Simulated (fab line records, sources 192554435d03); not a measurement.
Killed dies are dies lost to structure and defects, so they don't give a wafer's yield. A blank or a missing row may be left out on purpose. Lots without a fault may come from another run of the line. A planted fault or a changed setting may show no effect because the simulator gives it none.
One fault seen from 3 desks | flow n5_finfet | each desk has only its own numbers; what lay behind them comes last

THE TOOL OWNER'S DESK: pecvd-02
The tool's own readings at N5_SDB_HM_DEP_00 (deposits SiNx from SiH4/NH3/N2, target thk 40 nm, time 35.3 s): means of the sampled wafers that have a number, for each lot that ran on this tool. A lot is out of limits, marked OUT, if its mean lies more than 4 standard deviations from the usual mean; the brackets give that distance.
Columns: A = heater_power_w at N5_SDB_HM_DEP_00, usual 745 W; B = showerhead_plenum_p_Torr at N5_SDB_HM_DEP_00, usual 5.18 Torr; C = throttle_valve_pct at N5_SDB_HM_DEP_00, usual 40 %
lot  | first seen here | A   | B    | C
L925 | day 4 05:05     | 686 | 5.19 | 42
L927 | day 4 18:16     | 637 | 5.16 | 44
L932 | day 5 22:10     | 565 | 5.22 | 43
L935 | day 6 21:22     | 756 | 5.20 | 39
This desk's finding: nothing out of limits on any of the 4 lots.

THE METROLOGY DESK
What the gauges read, lot by lot, whatever tool the lot ran on: means of the sampled wafers that have a number. A lot is out of limits, marked OUT, if its mean lies more than 4 standard deviations from the usual mean; the brackets give that distance. Of its 10 readings 7 are shown: those that lie furthest out on some lot.
Columns: A = DIBL_N at N5_BEOL_M4_RC_MEAS_101, usual 36.2 mV/V; B = IOFF_P at N5_BEOL_M4_RC_MEAS_101, usual 0.216 nA/um; C = ION_N at N5_BEOL_M4_RC_MEAS_101, usual 674 uA/um; D = ION_P at N5_BEOL_M4_RC_MEAS_101, usual 464 uA/um; E = SS_P at N5_BEOL_M4_RC_MEAS_101, usual 73.3 mV/dec; F = VT_N at N5_BEOL_M4_RC_MEAS_101, usual 250.2 mV; G = VT_P at N5_BEOL_M4_RC_MEAS_101, usual -249.3 mV
lot  | first seen here | A    | B     | C   | D   | E    | F     | G
L925 | day 8 10:38     | 35.3 | 0.218 | 669 | 465 | 73.4 | 248.8 | -248.9
L927 | day 8 23:38     | 38.0 | 0.216 | 657 | 455 | 73.8 | 252.0 | -248.9
L928 | day 9 03:25     | 36.4 | 0.204 | 673 | 459 | 73.6 | 251.2 | -253.2
L930 | day 9 10:37     | 37.2 | 0.259 | 676 | 467 | 74.1 | 247.8 | -246.8
L932 | day 10 01:16    | 33.9 | 0.185 | 662 | 456 | 72.3 | 252.7 | -252.4
L935 | day 11 01:03    | 37.6 | 0.259 | 680 | 472 | 72.9 | 246.8 | -246.2
L936 | day 11 07:05    | 36.9 | 0.222 | 680 | 467 | 73.6 | 247.1 | -248.5
L940 | day 12 07:09    | 36.0 | 0.236 | 678 | 473 | 73.6 | 249.0 | -247.0
L943 | day 12 22:53    | 38.3 | 0.224 | 680 | 465 | 73.1 | 250.2 | -248.3
L944 | day 13 15:43    | 38.1 | 0.238 | 669 | 465 | 74.0 | 249.8 | -248.3
This desk's finding: nothing out of limits on any of the 10 lots.

THE DEFECT DESK
What the inspections along the route counted, lot by lot: means of the sampled wafers that have a number. A lot is out of limits, marked OUT, if its mean lies more than 4 standard deviations from the usual mean; the brackets give that distance.
Columns: A = raw_defect_count at N5_SD_ACTIVATION_INSPECT_02, usual 180; B = raw_defect_count at N5_ILD0_INSPECT_06, usual 37; C = raw_defect_count at N5_SDB_INSPECT_13, usual 79
lot  | first seen here | A   | B  | C
L925 | day 3 22:43     | 182 | 28 | 103
L927 | day 4 10:43     | 161 | 75 | 124
L928 | day 4 17:04     | 177 | 28 | 50
L930 | day 5 05:23     | 182 | 40 | 50
L932 | day 5 15:50     | 201 | 29 | 103
L935 | day 6 14:38     | 196 | 31 | 488 (+10) OUT
L936 | day 6 15:42     | 159 | 53 | 33
L940 | day 7 18:10     | 156 | 26 | 89
L943 | day 8 10:47     | 133 | 28 | 100
L944 | day 8 15:25     | 218 | 31 | 63
This desk's finding: out of limits on L935; first on L935, day 6 21:55 (raw_defect_count at N5_SDB_INSPECT_13). In limits: L925, L927, L928, L930, L932, L936, L940, L943, L944.

PUT TOGETHER
The defect desk could have raised an alarm at day 6 21:55, on L935.
The tool owner's desk saw nothing out of limits.
The metrology desk saw nothing out of limits.
The tool owner's desk has L935 on record, within its limits.
The metrology desk has L935 on record, within its limits.
Of the lots named, all ran N5_SDB_HM_DEP_00 on pecvd-02.

WHAT THE SIMULATOR HAD PUT IN
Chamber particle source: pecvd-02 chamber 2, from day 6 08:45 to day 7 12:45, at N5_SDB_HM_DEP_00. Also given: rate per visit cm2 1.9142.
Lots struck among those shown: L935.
Hours from the fault's start to each desk's first reading out of limits: the defect desk, 13.
